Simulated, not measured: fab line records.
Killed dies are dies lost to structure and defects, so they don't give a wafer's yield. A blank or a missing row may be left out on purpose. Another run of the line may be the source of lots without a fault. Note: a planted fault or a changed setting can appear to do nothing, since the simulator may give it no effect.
Chamber matching -- flow n5 finfet -- N5_HKMG_FIN_ETCH_32 on rie diel-05 has 4 sister chambers
The step etches SOC in N2/H2, target depth 240 nm, time 300 s. 16 wafers are shown with their chamber, then 8 later ones without.

WAFERS WITH THEIR CHAMBER
wafer,chamber,showerhead plenum p Torr (Torr),throttle valve pct (%),oes product au (a.u.)
L074.1,1,2.51,18.18,0.67
L074.3,3,2.64,18.02,0.73
L074.5,3,2.64,18.04,0.72
L075.1,3,2.64,18.03,0.73
L075.3,1,2.51,18.18,0.67
L075.6,0,2.38,18.17,0.82
L076.2,0,2.38,18.19,0.82
L076.3,3,2.64,18.02,0.73
L076.5,3,2.64,18.01,0.72
L077.2,1,2.51,18.21,0.66
L077.4,0,2.38,18.19,0.81
L077.6,3,2.64,18.03,0.72
L085.2,2,2.68,17.59,0.87
L085.4,0,2.37,18.21,0.80
L085.6,3,2.63,18.06,0.71
L087.3,3,2.63,18.04,0.70

SIGNATURES (means of the wafers above)
reading,chamber 0,chamber 1,chamber 2,chamber 3,scatter within a chamber
showerhead plenum p Torr,2.3775,2.5100,2.6800,2.6375,0.00433
throttle valve pct,18.1900,18.1900,17.5900,18.0312,0.016
oes product au,0.8125,0.6667,0.8700,0.7200,0.00975
Rule: for each reading, subtract the chamber's mean from the wafer's reading, divide by that reading's scatter and square the result; add these up over the readings and take the root, which gives the wafer's distance from the chamber. If the next closest chamber is less than 2 further off than the closest, the wafer can't be placed; otherwise it belongs to the closest. The scatter: take each reading less its chamber's mean, square it, sum over the shown wafers, divide by the number of wafers less the number of chambers, and take the root.

WAFERS MISSING THEIR CHAMBER
wafer,showerhead plenum p Torr (Torr),throttle valve pct (%),oes product au (a.u.)
L087.4,2.51,17.75,0.98
L087.5,2.51,17.73,0.98
L088.1,2.51,17.73,0.95
L088.2,2.37,18.23,0.78
L088.5,2.51,17.74,0.95
L097.1,2.36,18.26,0.77
L097.3,2.50,17.78,0.87
L097.6,2.50,17.78,0.88

CHAMBER TAKEN BY EACH
wafer,from the rows above,in truth
L087.4,can't be placed: 2 or 1 or 3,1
L087.5,can't be placed: 2 or 1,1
L088.1,can't be placed: 1 or 2 or 3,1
L088.2,0,0
L088.5,can't be placed: 1 or 2 or 3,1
L097.1,0,0
L097.3,1,1
L097.6,1,1
Correct placement for 4 of the 8. Not placeable from these rows: 4 (in 4, the candidates include the true chamber). Placed wrongly: 0.
